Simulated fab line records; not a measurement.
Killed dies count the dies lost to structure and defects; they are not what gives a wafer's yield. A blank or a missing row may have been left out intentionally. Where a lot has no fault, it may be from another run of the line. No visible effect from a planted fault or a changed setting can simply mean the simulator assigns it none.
Lot-split experiment ; flow n5-finfet ; 21 wafers read from 7 lots, route of 1938 steps

== THE SPLIT ==
At N5_BEOL_M6_EXPOSE_25 (exposes mask V5, target cd 40 nm), the setting dose-mj was moved away from the recipe's 45 on 8 of the 21 wafers read, by -7.0% to +6.9%. The other wafers ran this setting at the recipe's value.

== FROM THE SPLIT TO THE READING: what the file shows between them, 5 steps ==
- N5_BEOL_M6_PEB_26: peb time 60 s
- N5_BEOL_M6_DEVELOP_27: develop time 30 s
- N5_BEOL_M6_DESCUM_33: chemistry O2, time 7 s
- N5_BEOL_M6_ETCH_72: etches underlayer in N2/H2, target depth 6.5 nm, time 5.2 s
- N5_BEOL_M6_ETCH_65: etches SiARC in CF4, target depth 15.6 nm, time 26 s

== THE READING ==
BEOL_M6.cd-nm (the simulator's own value, which no gauge read), in nm, at N5_BEOL_M6_ETCH_66 (etches SOC in N2/H2, target depth 80 nm, overetch 16 nm, time 120 s). No usual value for it is given in the file. Here, 13 wafers ran the recipe; their average is 40.2 nm with a standard deviation of 0.21 nm.

wafer;tool, chamber at the split;dose-mj as run;against the recipe;BEOL_M6.cd-nm, nm;against lot-mates on the recipe
L077.1;euv-scanner-01, 0;48.11;+6.9%;41.8;+1.6
L077.5;euv-scanner-01, 0;48.11;+6.9%;41.4;+1.2
L077.6;euv-scanner-01, 0;45;recipe;40.2;-
L078.4;euv-scanner-02, 0;45;recipe;40.4;-
L078.5;euv-scanner-02, 0;46.36;+3.0%;40.8;+0.4
L078.6;euv-scanner-02, 0;46.36;+3.0%;40.8;+0.4
L080.1;euv-scanner-01, 0;45;recipe;40.4;-
L080.5;euv-scanner-01, 0;45;recipe;40;-
L080.6;euv-scanner-01, 0;45;recipe;40;-
L083.4;euv-scanner-01, 0;45;recipe;40;-
L083.5;euv-scanner-01, 0;45;recipe;39.8;-
L083.6;euv-scanner-01, 0;45;recipe;40;-
L084.2;euv-scanner-02, 0;45;recipe;40.2;-
L084.4;euv-scanner-02, 0;41.85;-7.0%;38.6;-1.6
L084.6;euv-scanner-02, 0;45;recipe;40.2;-
L096.3;euv-scanner-02, 0;45;recipe;40.6;-
L096.5;euv-scanner-02, 0;45;recipe;40.4;-
L096.6;euv-scanner-02, 0;46.91;+4.2%;41;+0.5
L097.2;euv-scanner-01, 0;47.86;+6.4%;42.2;+2.0
L097.4;euv-scanner-01, 0;45;recipe;40.2;-
L097.5;euv-scanner-01, 0;47.86;+6.4%;41.6;+1.4

FIT RESULTS
A straight line over all 21 wafers: BEOL_M6.cd-nm changes by +0.228 nm for each +1% of dose-mj; r = +0.96; the points scatter about the line by 0.24 nm.
The same after taking each lot's own level away (the mean of its wafers on the recipe; 21 wafers): +0.22 nm for each +1%; r = +0.96; scatter 0.22 nm.
That fit puts the effect of the largest move of dose-mj on the reading at 1.5 nm.
From 39.93 to 40.50 nm: that is the span of the lots' own levels, equal to 2.6 times the standard deviation above.
The two slopes are in agreement: the lot-to-lot level therefore moves the slope only a little.
Check: for one of the wafers moved furthest among these (-7.0%), held out of the fit, the line's prediction against its lot-mates is -1.56 nm. It came out at -1.6 nm against them.

== OTHER SPLITS ON THESE WAFERS ==
These wafers also went through other splits before the reading. Each is held against what the fit with the lots' levels taken away leaves over:
other split on the same wafers;wafers away from the commonest value;r with BEOL_M6.cd-nm (lot level and that fit taken away)
N5_BEOL_M4_COAT_67 spin-rpm;5;-0.29

== THE WHOLE CHAIN: every reading that the file lists as answering this split, in the file's order ==
step;what it does;reading;change (the file's fit);r (the file's)
N5_BEOL_M6_DESCUM_33;chemistry O2, time 7 s;BEOL_M6.cd-nm (the simulator's own value, which no gauge read);+0.239 nm for each +1% of the setting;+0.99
N5_BEOL_M6_ETCH_65;etches SiARC in CF4, target depth 15.6 nm, time 26 s;BEOL_M6.cd-nm (the simulator's own value, which no gauge read);+0.235 nm for each +1% of the setting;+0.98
N5_BEOL_M6_ETCH_66;etches SOC in N2/H2, target depth 80 nm, overetch 16 nm, time 120 s;BEOL_M6.cd-nm (the simulator's own value, which no gauge read);+0.213 nm for each +1% of the setting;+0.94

== FILE'S OWN FIT ==
BEOL_M6.cd-nm changes by +0.213 nm for each +1% of dose-mj, r = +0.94.
